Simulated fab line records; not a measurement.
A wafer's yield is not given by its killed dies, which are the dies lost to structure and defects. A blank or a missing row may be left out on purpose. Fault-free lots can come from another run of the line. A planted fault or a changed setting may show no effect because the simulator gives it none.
fab line records ; flow nand_harc
[record] lots = 15; wafers = 45; last_day = 24
route steps=1159 shown P_ZERO_WELL@19 P_STI@82 P_CONTACT@218
lots with no fault: from the same line, run without faults
start_h: hours from the record's first day to the start of the lot's first wafer shown ; wait_h: time in hours since the lot's previous step ; " same as the row above ; L1.1+2: a single row standing in for several wafers ; - no value, or no start given ; * or withheld: withheld ; < > ~ a bound
route shown NAME@n: names a module that has steps shown in the file, with the first one's number in the route ; usual: mean and standard deviation over wafers with no fault ; same: alike in all rows ; chamber/n: place in a boat ; sites: per-site readings ; _std_site: the values' standard deviation ; _edge_site: mean of outer sites minus mean of inner sites ; radius_mm: for every site, how far away it sits from the centre of the wafer ; mask NAME#n: copy n ; behind: the tool/chamber that last shaped the wafer ; hold: what put the lot on hold/how long, in hours/how the hold closed ; device: names the non-switching transistor (n, p or np) ; end of line: the tests these same wafers got at the end of their route ; where a step has no rows: the recipe by itself ; killed: not the wafer's yield, but the dies lost to structure and defects at the first sort ; map: per-die view of a wafer (x killed, . not killed, _ where there is no die)
set.NAME: the setting as run; set.NAME@STEP: as run at that earlier step ; model.NAME: the simulator's own value behind a step, which no gauge read
steps of the route over a sample of lots; a table a step, a row a wafer
services: a tool's chamber out of use, with start hour (start_h, from the record's first day; less than 0 if before it), hours out, and reason
[[steps]]
[step NHARC_P_ZERO_WELL_ETCH_63]
[recipe] target_depth_a = 1200; time_s = 40.1; hbr_flow_sccm = 150; cl2_flow_sccm = 50; rf_w = 400; icp_w = 400; bias_w = 100; chemistry = HBr/Cl2
[usual] drypump_motor_current_A = 6.01/0.27; mfc_cl2_sccm = 49.98/0.16; oes_product_au = 0.999/0.013; throttle_valve_pct = 26.406/0.0091
lot.wafer;tool;chamber;start_h;wait_h;drypump_motor_current_A;mfc_cl2_sccm;oes_product_au;rf_hours_counter_h;throttle_valve_pct
L231.1;rie_si-05;3;13.68;-;5.98;50.18;1.019;0.7;26.410
L231.6;rie_si-05;2;13.68;-;6.12;50.14;0.974;-;26.399
L231.5;rie_si-05;3;13.68;-;5.97;50.06;1.024;-;26.414
L232.4;rie_si-05;3;19.66;-;5.98;50.12;1.017;0.8;26.421
L232.1;rie_si-05;0;19.66;-;6.28;49.84;0.996;0.9;26.407
L232.3;rie_si-05;1;19.66;-;6.08;49.95;1.002;1.0;26.420
L233.4;rie_si-05;2;25.67;-;6.13;50.15;0.976;1.0;26.427
L233.2;rie_si-05;0;25.67;-;6.34;49.77;0.996;0.9;26.417
L233.5;rie_si-05;3;25.67;-;5.98;49.84;1.013;-;26.420
L235.3;rie_si-04;3;37.69;-;6.09;49.81;0.997;0.9;26.400
L235.4;rie_si-04;0;37.69;-;5.92;49.94;1.006;0.9;26.404
L235.6;rie_si-04;2;37.69;-;5.45;49.49;0.987;-;26.415
L236.3;rie_si-02;0;43.69;-;6.38;50.01;0.997;0.0;26.427
L236.1;rie_si-02;2;43.69;-;5.85;49.87;0.992;0.0;26.392
L236.2;rie_si-02;3;43.69;-;6.16;49.94;1.011;0.0;26.397
L237.2;rie_si-02;2;49.67;-;5.83;50.18;1.007;0.1;26.405
L237.5;rie_si-02;1;49.67;-;5.43;50.35;0.999;-;26.389
L237.6;rie_si-02;2;49.67;-;5.83;50.26;1.000;-;26.416
L238.4;rie_si-05;0;55.67;-;6.35;49.86;0.991;1.2;26.399
L238.3;rie_si-05;2;55.67;-;6.14;49.94;0.992;1.3;26.413
L238.5;rie_si-05;1;55.67;-;6.06;49.91;0.996;-;26.404
L239.1;rie_si-02;1;61.80;-;5.41;50.05;1.007;0.2;26.412
L239.3;rie_si-02;2;61.80;-;5.84;49.95;1.000;0.2;26.416
L239.5;rie_si-02;0;61.80;-;6.38;49.81;0.994;-;26.419
L240.2;rie_si-04;1;68.34;-;6.09;49.95;1.007;1.2;26.405
L240.3;rie_si-04;2;68.34;-;5.44;49.97;0.994;1.2;26.405
L240.6;rie_si-04;1;68.34;-;6.07;50.01;1.006;-;26.407
L242.3;rie_si-02;0;79.67;-;6.37;49.89;0.991;0.4;26.408
L242.6;rie_si-02;3;79.67;-;6.18;50.15;1.002;-;26.400
L242.5;rie_si-02;0;79.67;-;6.37;49.96;0.987;-;26.405
L243.3;rie_si-04;0;85.54;-;5.86;49.92;1.004;1.4;26.415
L243.1;rie_si-04;3;85.54;-;6.12;49.96;0.977;1.3;26.412
L243.6;rie_si-04;0;85.54;-;5.91;50.23;0.993;-;26.394
L244.3;rie_si-05;3;91.85;-;5.98;49.94;1.007;0.2;26.406
L244.6;rie_si-05;0;91.85;-;6.31;50.17;1.000;-;26.409
L244.5;rie_si-05;1;91.85;-;6.09;49.96;0.972;-;26.410
L245.3;rie_si-04;1;97.67;-;6.07;49.78;1.002;1.5;26.405
L245.4;rie_si-04;2;97.67;-;5.46;49.76;0.995;1.4;26.430
L245.1;rie_si-04;3;97.67;-;6.12;49.95;0.992;1.4;26.390
L252.3;rie_si-05;2;139.61;-;6.14;50.00;0.998;0.5;26.405
L252.2;rie_si-05;3;139.61;-;5.98;50.09;1.004;0.5;26.406
L252.6;rie_si-05;1;139.61;-;6.08;50.13;1.001;-;26.405
L254.3;rie_si-04;3;151.53;-;6.09;50.33;1.000;0.3;26.416
L254.4;rie_si-04;2;151.53;-;5.43;49.93;0.979;0.3;26.411
L254.5;rie_si-04;0;151.53;-;5.92;49.86;0.983;-;26.403
[step NHARC_P_ZERO_WELL_DESCUM_54]
[recipe] time_s = 3; o2_flow_sccm = 200; ar_flow_sccm = 0; bias_power_w = 0; chemistry = O2
[usual] drypump_motor_current_A = 5.8/0.46; mfc_ar_sccm = 0.010/0.01; oes_product_au = 1.004/0.016; rf_vpp_V = 57.8/0.88; showerhead_plenum_p_Torr = 1.89/0.074; throttle_valve_pct = 11.310/0.0091
lot.wafer;tool;chamber;start_h;wait_h;drypump_motor_current_A;mfc_ar_sccm;oes_product_au;rf_hours_counter_h;rf_vpp_V;showerhead_plenum_p_Torr;throttle_valve_pct
L231.1;rie_diel-10;0;18.12;-;6.6;0;1.020;0.3;57.8;1.80;11.330
L231.6;rie_diel-10;3;18.12;-;5.7;0;0.987;-;57.1;1.98;11.296
L231.5;rie_diel-10;0;18.12;-;6.6;0;1.011;-;56.8;1.80;11.295
L232.1;rie_diel-11;3;24.05;-;5.8;0.030;0.996;0;58.1;1.98;11.297
L232.4;rie_diel-11;0;24.05;-;5.8;0.009;1.010;0;56.6;1.88;11.310
L232.3;rie_diel-11;1;24.05;-;6.1;0.013;1.017;0;56.4;1.85;11.310
L233.4;rie_diel-05;2;29.79;-;4.9;0.006;1.005;2.4;57.2;1.85;11.318
L233.2;rie_diel-05;3;29.79;-;5.6;0;0.978;2.1;56.7;1.89;11.306
L233.5;rie_diel-05;2;29.79;-;4.9;0.006;0.998;-;57.2;1.85;11.312
L235.4;rie_diel-05;0;42.10;-;6.0;0.008;0.994;3.8;58.7;1.80;11.312
L235.3;rie_diel-05;2;42.10;-;5.0;0.006;0.996;3.5;57.5;1.85;11.298
L235.6;rie_diel-05;1;42.10;-;5.7;0.031;1.000;-;57.1;1.83;11.299
L236.1;rie_diel-11;0;48.09;-;5.9;0.009;1.034;2.1;59.1;1.88;11.302
L236.3;rie_diel-11;1;48.09;-;6.1;0.013;1.007;2.2;57.6;1.85;11.298
L236.2;rie_diel-11;2;48.09;-;6.2;0;1.003;1.6;58.0;1.92;11.318
L237.2;rie_diel-11;1;53.99;-;6.2;0.013;1.001;2.5;58.3;1.85;11.294
L237.6;rie_diel-11;2;53.99;-;6.3;0;0.981;-;59.0;1.92;11.309
L237.5;rie_diel-11;3;53.99;-;5.8;0.030;1.000;-;58.3;1.98;11.313
L238.3;rie_diel-05;2;59.92;-;5.0;0.006;0.990;4.4;57.0;1.85;11.320
L238.4;rie_diel-05;1;59.92;-;5.7;0.031;1.009;4.9;56.6;1.83;11.317
L238.5;rie_diel-05;2;59.92;-;5.0;0.006;1.001;-;57.3;1.85;11.323
L239.3;rie_diel-10;3;66.14;-;5.7;0;0.997;3.5;58.3;1.98;11.306
L239.1;rie_diel-10;0;66.14;-;6.7;0;1.014;2.9;57.2;1.80;11.324
L239.5;rie_diel-10;1;66.14;-;5.2;0.007;1.004;-;58.7;1.96;11.307
L240.2;rie_diel-10;3;72.62;-;5.6;0;1.008;4.0;59.1;1.98;11.304
L240.3;rie_diel-10;1;72.62;-;5.2;0.007;1.023;4.2;57.9;1.96;11.315
L240.6;rie_diel-10;2;72.62;-;6.3;0.010;1.036;-;58.3;2.04;11.314
L242.3;rie_diel-05;1;83.81;-;5.7;0.031;1.008;6.6;56.1;1.83;11.305
L242.5;rie_diel-05;0;83.81;-;6.0;0.008;1.002;-;57.0;1.80;11.324
L242.6;rie_diel-05;1;83.81;-;5.6;0.031;1.015;-;55.7;1.83;11.306
L243.3;rie_diel-05;3;89.70;-;5.6;0;0.976;6.3;57.5;1.89;11.312
L243.1;rie_diel-05;0;89.70;-;6.0;0.008;1.003;6.8;57.2;1.80;11.303
L243.6;rie_diel-05;1;89.70;-;5.6;0.031;1.003;-;58.0;1.83;11.312
L244.3;rie_diel-10;3;96.09;-;5.7;0;0.989;5.3;58.6;1.98;11.308
L244.6;rie_diel-10;0;96.09;-;6.6;0;1.007;-;57.1;1.80;11.297
L244.5;rie_diel-10;1;96.09;-;5.2;0.007;1.015;-;57.4;1.96;11.310
L245.1;rie_diel-11;1;102.06;-;6.1;0.013;1.000;5.4;57.7;1.85;11.311
L245.3;rie_diel-11;3;102.06;-;5.8;0.030;0.994;6.2;58.8;1.98;11.315
L245.4;rie_diel-11;0;102.06;-;5.9;0.009;1.015;6.8;58.4;1.88;11.317
L252.2;rie_diel-05;1;143.98;-;5.7;0.031;1.015;9.6;57.7;1.83;11.309
L252.3;rie_diel-05;2;143.98;-;4.9;0.006;0.997;9.4;58.2;1.85;11.317
L252.6;rie_diel-05;1;143.98;-;5.7;0.031;1.023;-;57.5;1.83;11.312
L254.3;rie_diel-11;1;155.68;-;6.1;0.013;0.999;9.5;56.4;1.84;11.321
L254.4;rie_diel-11;2;155.68;-;6.2;0;0.999;10.4;58.2;1.92;11.331
L254.5;rie_diel-11;1;155.68;-;6.1;0.013;0.995;-;58.7;1.84;11.307
[step NHARC_P_STI_DEVELOP_08]
[recipe] time_s = 50; dev_temp_c = 22
[usual] chill_plate_temp_C = 22.97/0.1; developer_temp_C = 22.01/0.1; resist_line_temp_C = 22.98/0.1
lot.wafer;tool;chamber;start_h;wait_h;chill_plate_temp_C;developer_temp_C;resist_line_temp_C
L232.1;litho_track-03;0;37;-;22.90;21.80;22.97
L232.3;litho_track-03;0;37;-;22.81;21.99;23.07
L232.4;litho_track-03;0;37;-;23.06;21.81;22.92
L231.1;litho_track-05;0;37;-;22.84;21.95;23.00
L231.5;litho_track-05;0;37;-;23.10;21.90;23.20
L231.6;litho_track-05;0;37;-;22.88;21.85;23.16
L233.2;litho_track-03;0;49;-;23.02;22.25;22.87
L233.4;litho_track-03;0;49;-;22.85;22.13;22.97
L233.5;litho_track-03;0;49;-;23.00;22.23;22.89
L235.3;litho_track-03;0;58;-;23.07;21.93;22.82
L235.4;litho_track-03;0;58;-;23.13;22.10;23.00
L235.6;litho_track-03;0;58;-;23.09;22.10;22.98
L236.1;litho_track-03;0;65;-;22.87;21.97;23.16
L236.2;litho_track-03;0;65;-;22.83;21.95;23.12
L236.3;litho_track-03;0;65;-;23.05;21.87;23.16
L237.2;litho_track-02;0;70;-;22.87;22.03;22.90
L237.5;litho_track-02;0;70;-;23.10;22.06;22.85
L237.6;litho_track-02;0;70;-;23.04;22.04;22.87
L238.3;litho_track-03;0;79;-;22.98;21.89;22.81
L238.4;litho_track-03;0;79;-;23.04;22.11;22.76
L238.5;litho_track-03;0;79;-;23.10;21.92;23.05
L239.1;litho_track-03;0;84;-;22.88;22.15;23.08
L239.3;litho_track-03;0;84;-;23.06;22.14;22.97
L239.5;litho_track-03;0;84;-;22.98;22.15;23.10
L240.2;litho_track-05;0;90;-;22.95;22.07;22.96
L240.3;litho_track-05;0;90;-;23.01;21.97;23.05
L240.6;litho_track-05;0;90;-;22.91;21.99;22.95
L242.3;litho_track-03;-;103;-;-;-;-
L242.5;litho_track-03;-;103;-;-;-;-
L242.6;litho_track-03;-;103;-;-;-;-
L243.1;litho_track-05;-;103;-;-;-;-
L243.3;litho_track-05;-;103;-;-;-;-
L243.6;litho_track-05;-;103;-;-;-;-
L244.3;litho_track-05;-;112;-;-;-;-
L244.5;litho_track-05;-;112;-;-;-;-
L244.6;litho_track-05;-;112;-;-;-;-
L245.1;litho_track-03;0;120;-;23.06;22.11;22.83
L245.3;litho_track-03;0;120;-;23.04;21.98;22.94
L245.4;litho_track-03;0;120;-;22.86;22.23;23.00
L252.2;litho_track-05;0;157;-;22.93;22.11;22.79
L252.3;litho_track-05;0;157;-;23.16;21.93;23.04
L252.6;litho_track-05;0;157;-;22.93;21.90;22.90
L254.3;litho_track-03;0;169;-;22.84;22.04;22.91
L254.4;litho_track-03;0;169;-;23.04;22.12;23.06
L254.5;litho_track-03;0;169;-;23.03;22.07;23.01
[step NHARC_P_CONTACT_DEP_00]
[recipe] target_thk_a = 5000; temp_c = 400; pressure_torr = 6.5; rf_w = 900; teos_flow_sccm = 161.4; flow_sccm = 2650; target_thk_nm = 500; gas = O2; material = SiO2
[usual] flow_sccm = 2650/8.1; heater_power_w = 601/96; throttle_valve_pct = 15.9/0.61
lot.wafer;tool;chamber;start_h;wait_h;flow_sccm;heater_power_w;throttle_valve_pct
L232.3;pecvd-04;0;-;-;2636;539;16.7
L232.1;pecvd-04;1;-;-;2654;558;15.5
L232.4;pecvd-04;2;-;-;2656;525;15.5
L231.1;pecvd-04;1;-;-;2646;673;15.6
L231.5;pecvd-04;2;-;-;2655;495;15.7
L231.6;pecvd-04;0;-;-;2651;487;16.8
L233.2;pecvd-04;1;-;-;2634;683;15.2
L233.5;pecvd-04;0;-;-;2654;402;16.9
L233.4;pecvd-04;2;-;-;2646;450;15.3
L235.3;pecvd-01;0;-;-;2655;666;15.8
L235.4;pecvd-01;2;-;-;2663;611;16.6
L235.6;pecvd-01;1;-;-;2658;525;16.0
L236.3;pecvd-01;0;-;-;2657;715;15.7
L236.2;pecvd-01;1;-;-;2657;697;15.6
L236.1;pecvd-01;2;-;-;2655;690;16.8
L237.2;pecvd-04;2;-;-;2658;434;15.5
L237.5;pecvd-04;0;-;-;2665;474;17.1
L237.6;pecvd-04;1;-;-;2648;623;15.5
L239.3;pecvd-01;0;-;-;2655;809;15.4
L239.1;pecvd-01;1;-;-;2642;624;15.9
L239.5;pecvd-01;2;-;-;2641;548;16.9
L238.3;pecvd-01;2;-;-;2648;620;17.0
L238.5;pecvd-01;2;-;-;2643;656;16.8
L238.4;pecvd-01;1;-;-;2641;708;15.9
L240.2;pecvd-03;2;164.99;0.3;2639;436;15.1
L240.3;pecvd-03;0;164.99;0.3;2660;685;16.0
L240.6;pecvd-03;2;164.99;0.3;2642;495;15.1
L245.1;pecvd-01;1;194.46;0.3;2658;646;15.9
L245.4;pecvd-01;2;194.46;0.3;2642;701;17.1
L245.3;pecvd-01;1;194.46;0.3;2659;670;16.0
L252.2;pecvd-01;0;-;-;2660;739;15.7
L252.3;pecvd-01;1;-;-;2652;613;16.2
L252.6;pecvd-01;0;-;-;2657;779;15.9
L254.3;pecvd-03;2;-;-;2643;506;15.0
L254.5;pecvd-03;1;-;-;2660;657;15.8
L254.4;pecvd-03;0;-;-;2638;645;15.6
[[services]]
tool;chamber;start_h;hours;kind
rie_diel-11;-;12.50;9.0;pm
pecvd-01;0;24.97;4.4;repair
litho_track-03;-;38.00;7.0;pm
pecvd-01;-;56.06;13.0;pm
rie_diel-11;1;59.22;7.6;repair
litho_track-05;-;62.00;7.0;pm
rie_si-05;-;62.00;9.0;pm
rie_si-04;3;73.13;4.4;repair
rie_si-04;0;75.79;6.5;repair
rie_diel-11;-;76.75;0.3;repair
rie_si-04;3;92.05;4.9;repair
rie_si-05;2;115.42;5.3;repair
rie_si-05;3;119.83;5.1;repair
pecvd-01;-;150.17;0.3;repair
rie_si-05;1;157.29;4.0;repair
rie_diel-05;-;163.62;9.0;pm
pecvd-01;0;178.52;23.2;repair
rie_si-05;1;196.86;1.7;repair
rie_si-05;-;203.56;0.6;repair
rie_diel-05;1;204.46;4.9;repair
litho_track-03;-;213.00;7.0;pm
rie_diel-05;3;221.86;1.8;repair
pecvd-01;-;237.06;13.0;pm
rie_si-05;-;239.00;9.0;pm
[[key]]
[first_sign] step = NHARC_P_STI_DEVELOP_08; reading = tool_record; direction = missing
effect none on later readings
met_at NHARC_P_STI_DEVELOP_08
struck_lots L242,L243,L244
later_rows_left_out L242.3,L242.5,L242.6,L243.1,L243.3,L243.6,L244.3,L244.5,L244.6
sort_left_out L242.3,L242.5,L242.6,L243.1,L243.3,L243.6,L244.3,L244.5,L244.6
tester_left_out L242,L243,L244
not_acting_at NHARC_P_ZERO_WELL_ETCH_63,NHARC_P_ZERO_WELL_DESCUM_54,NHARC_P_CONTACT_DEP_00
onset_between 90 103
[fault] kind = skipped_step_whole; tool = litho_track-03,litho_track-05; chamber = -; onset_h = 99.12; steps = NHARC_P_STI_DEVELOP_08; scope = struck_lots_only
// tester_left_out: of these lots the tester's yield and bins aren't shown, on N5 and GAA mostly nor the transistor test; their killed dies are dies lost to structure and defects alone, not to doping, threshold or leakage, so they don't give the yield
// sort_left_out: the simulated sort isn't trusted on such a fault, so these wafers' sort isn't shown, and their yield isn't known
// later_rows_left_out: the simulator's readings of these wafers behind a module that went badly wrong aren't trusted and aren't shown, but for the sort
